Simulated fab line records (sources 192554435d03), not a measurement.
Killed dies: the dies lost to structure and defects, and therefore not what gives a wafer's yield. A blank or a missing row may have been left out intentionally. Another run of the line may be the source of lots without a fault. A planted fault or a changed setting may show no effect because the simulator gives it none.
Matching of chambers -- flow n5-finfet -- rie-diel-03 running N5_BEOL_M3_STRIP_66: 4 sister chambers
The step strips in CF4. 8 wafers are shown with their chamber, then 11 later ones without.

## WAFERS WITH THEIR CHAMBER
wafer,chamber,showerhead-plenum-p-Torr (Torr),drypump-motor-current-A (A)
L084.6,3,1.85,5.78
L087.4,1,1.76,5.49
L089.2,2,1.83,6.04
L089.6,1,1.76,5.48
L088.1,3,1.85,5.78
L088.3,2,1.82,6.05
L088.6,0,1.73,5.70
L092.2,0,1.73,5.74

## WAFERS MISSING THEIR CHAMBER
wafer,showerhead-plenum-p-Torr (Torr),drypump-motor-current-A (A)
L092.3,1.82,6.05
L092.5,1.73,5.74
L093.3,1.73,5.75
L093.5,1.82,6.05
L093.6,1.85,5.83
L094.1,1.73,5.75
L094.3,1.85,5.81
L094.5,1.82,6.03
L096.3,1.75,5.51
L096.5,1.75,5.49
L096.6,1.82,6.05

## WHICH CHAMBER EACH WENT THROUGH
wafer,from the rows above,in truth
L092.3,2,2
L092.5,0,0
L093.3,0,0
L093.5,2,2
L093.6,3,3
L094.1,0,0
L094.3,3,3
L094.5,2,2
L096.3,1,1
L096.5,1,1
L096.6,2,2
11 of 11 placed correctly. Number that these rows cannot place: 0. Wrongly placed: 0.
How it was worked out, from the rows above alone: a wafer's distance from a chamber is the root of the sum, over the readings, of the square of ((its reading less the chamber's mean) divided by the reading's scatter). The wafer belongs to the nearest chamber; if the next one is less than 2 further off, it can't be placed. Each chamber's mean is taken over the wafers shown for it. The scatter: the root of (the sum of the squares of (reading less its chamber's mean) over the shown wafers, divided by (wafers less chambers)).
